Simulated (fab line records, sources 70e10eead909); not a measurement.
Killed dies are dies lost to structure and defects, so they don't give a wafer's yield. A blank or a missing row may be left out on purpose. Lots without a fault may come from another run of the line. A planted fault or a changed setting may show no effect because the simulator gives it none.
Chamber matching | flow nand_harc | NHARC_A_STAIRCASE_DESCUM_186 on rie_diel-12: 4 sister chambers
The step chemistry O2, time 3 s. 4 wafers are shown with their chamber, then 10 later ones without.

WAFERS WITH THEIR CHAMBER
wafer  | chamber | showerhead_plenum_p_Torr (Torr)
L083.4 | 3       | 2.00
L088.5 | 0       | 2.06
L087.2 | 2       | 1.93
L087.3 | 1       | 2.05

WAFERS WITHOUT THEIR CHAMBER
wafer  | showerhead_plenum_p_Torr (Torr)
L087.5 | 2.06
L090.1 | 1.99
L090.5 | 2.06
L090.6 | 2.04
L094.2 | 2.04
L094.3 | 1.99
L094.6 | 1.99
L093.3 | 1.99
L093.5 | 1.99
L093.6 | 2.04

WHICH CHAMBER EACH WENT THROUGH
wafer  | from the rows above     | in truth
L087.5 | can't be placed: 0 or 1 | 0
L090.1 | 3                       | 3
L090.5 | can't be placed: 0 or 1 | 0
L090.6 | can't be placed: 1 or 0 | 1
L094.2 | can't be placed: 1 or 0 | 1
L094.3 | 3                       | 3
L094.6 | 3                       | 3
L093.3 | 3                       | 3
L093.5 | 3                       | 3
L093.6 | can't be placed: 1 or 0 | 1
Placed correctly: 5 of 10. Can't be placed from these rows: 5 (the true chamber is among the candidates in 5). Placed wrongly: 0.
How it was worked out, from the rows above alone: a wafer's distance from a chamber is the root of the sum, over the readings, of the square of ((its reading less the chamber's mean) divided by the reading's scatter). The wafer belongs to the nearest chamber; if the next one is less than 2 further off, it can't be placed. A chamber's mean is the mean of its shown wafers. The scatter: with one shown wafer a chamber, the root of the mean of the squares of how far each hidden wafer lies from its nearest shown one.
